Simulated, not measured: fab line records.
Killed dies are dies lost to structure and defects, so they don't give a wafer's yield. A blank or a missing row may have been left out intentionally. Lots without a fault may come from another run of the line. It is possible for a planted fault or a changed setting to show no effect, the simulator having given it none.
Code-filled problem report in 8D (eight disciplines) form + flow n5_finfet + the parts of the form that need people (team, actions taken, sign-off) are left out

1. WHAT IS WRONG
head_pressure_psi at N5_GATE_CUT_CMP_23 reads a mean of 2.200 psi on 3 wafers of 3 lots; wafers without a fault read 2.501 psi with a standard deviation of 0.0064. Measured from the usual mean, that is -47 standard deviations.
The step: polishes, stops on SiO2, t overpolish 23.4 s, target thk 16 nm.
Seen first at day 6 18:17 on cmp-02, wafer L484.6. The record has a number at this step for 27 wafers belonging to 9 lots. The rule behind "out" and "out of limits": a value lying over 4 standard deviations away from the usual mean. All remaining wafers that have a number are taken as sound.

2. WHAT IT IS; WHAT IT IS NOT
| question                    | is                     | is not                                                                                            |
|-----------------------------|------------------------|---------------------------------------------------------------------------------------------------|
| which readings at this step | head_pressure_psi      | motor_current_A, overpolish_run_s, time_to_endpoint_s                                             |
| which lots                  | L484, L485, L487       | L478, L483, L495, L497, L498, L499                                                                |
| which wafers of those lots  | L484.6, L485.3, L487.1 | L484.1, L484.3, L485.2, L485.6, L487.4, L487.5                                                    |
| read on which tools         | cmp-02                 | cmp-01, cmp-04                                                                                    |
| when                        | from day 6 18:17       | up to then (8 sound wafers); but 16 sound wafers of L485, L487, L495, L497, L498, L499 came after |

3. SUSPECTS, AND WHAT RULES EACH OUT
Counting: if a tool at a process step up to the reading ran every lot that is out, it stays a suspect. Sound lots after the first of them don't rule it out here, since some wafers of a struck lot are sound.
- cmp-02 at N5_GATE_CUT_CMP_23 (polishes, stops on SiO2, t overpolish 23.4 s, target thk 16 nm): kept. Every lot that is out went through it, the first being L484 (day 6 18:17); the last sound lot it ran before that was L478 (day 5 03:20). Its own head_pressure_psi readings are out on those wafers.
- In cmp-02 at N5_GATE_CUT_CMP_23, the wafers that are out were processed in chamber 0 and their sound lot-mates in chambers 1, 2, 3.
After counting, what remains is cmp-02 at N5_GATE_CUT_CMP_23.

4. THE CAUSE (what the simulator had put in)
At N5_GATE_CUT_CMP_23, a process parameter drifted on cmp-02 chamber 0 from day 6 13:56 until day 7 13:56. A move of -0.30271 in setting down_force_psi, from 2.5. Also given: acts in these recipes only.
The count eliminated every tool but this one.

5. THE CHAIN OF EFFECTS, in route order
One row per reading whose mean, taken over the struck wafers that have a number, lies over 3 standard deviations from the usual. Only readings whose record carries a usual standard deviation are examined. hours: median over the lots of the time between each lot's start at the first step of this table that gives one and its start at this step. sigmas: the change, counted in usual standard deviations.
| hours | step               | reading           | usual     | on struck wafers | change | sigmas |
|-------|--------------------|-------------------|-----------|------------------|--------|--------|
| 0     | N5_GATE_CUT_CMP_23 | head_pressure_psi | 2.501 psi | 2.200            | -0.301 | -47    |
It contains these process steps:
- N5_GATE_CUT_CMP_23: polishes, stops on SiO2, t overpolish 23.4 s, target thk 16 nm.
Later steps that measure or inspect, where all struck wafers having a row at the step show a number for every such reading and not one has moved that far: N5_BEOL_M4_RC_MEAS_101.

6. WHAT WOULD HAVE CAUGHT IT SOONER
First out-of-limits reading in this record: day 6 18:17, which is 4 hours after fault onset at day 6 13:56.
